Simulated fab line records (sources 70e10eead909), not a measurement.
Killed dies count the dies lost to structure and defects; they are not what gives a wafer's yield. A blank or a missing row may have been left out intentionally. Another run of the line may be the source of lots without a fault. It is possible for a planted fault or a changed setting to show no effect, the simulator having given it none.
Chamber matching + flow nand_harc + pecvd-03 running NHARC_P_M1_PRE_CLEAN_32: 3 sister chambers
The step time 12 s. 6 wafers are shown with their chamber, then 8 later ones without.

WAFERS PAIRED WITH THEIR CHAMBERS
| wafer  | chamber | heater_power_w (W) |
|--------|---------|--------------------|
| L944.4 | 1       | 538                |
| L943.4 | 1       | 565                |
| L952.1 | 2       | 626                |
| L952.5 | 2       | 623                |
| L952.6 | 0       | 594                |
| L953.2 | 0       | 611                |

WAFERS WITHOUT THEIR CHAMBER
| wafer  | heater_power_w (W) |
|--------|--------------------|
| L953.3 | 647                |
| L953.6 | 538                |
| L955.2 | 580                |
| L955.3 | 687                |
| L955.6 | 691                |
| L956.1 | 556                |
| L956.3 | 557                |
| L956.6 | 629                |

WHICH CHAMBER EACH ONE RAN IN
| wafer  | from the rows above          | in truth                   |
|--------|------------------------------|----------------------------|
| L953.3 | can't be placed: 2 or 0      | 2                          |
| L953.6 | 1                            | 1                          |
| L955.2 | can't be placed: 0 or 1 or 2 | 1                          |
| L955.3 | can't be placed: 2 or 0      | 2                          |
| L955.6 | can't be placed: 2 or 0      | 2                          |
| L956.1 | 1                            | 1                          |
| L956.3 | 1                            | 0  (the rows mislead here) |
| L956.6 | can't be placed: 2 or 0      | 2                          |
2 of 8 placed correctly. Cannot be placed on the basis of these rows: 5; the candidates contain the true chamber in 5. Number placed wrongly: 1.
How it was worked out, from the rows above alone: a wafer's distance from a chamber is the root of the sum, over the readings, of the square of ((its reading less the chamber's mean) divided by the reading's scatter). The wafer belongs to the nearest chamber; if the next one is less than 2 further off, it can't be placed. For every chamber, the mean is computed from those of its wafers that are shown. The scatter: the root of (the sum of the squares of (reading less its chamber's mean) over the shown wafers, divided by (wafers less chambers)).
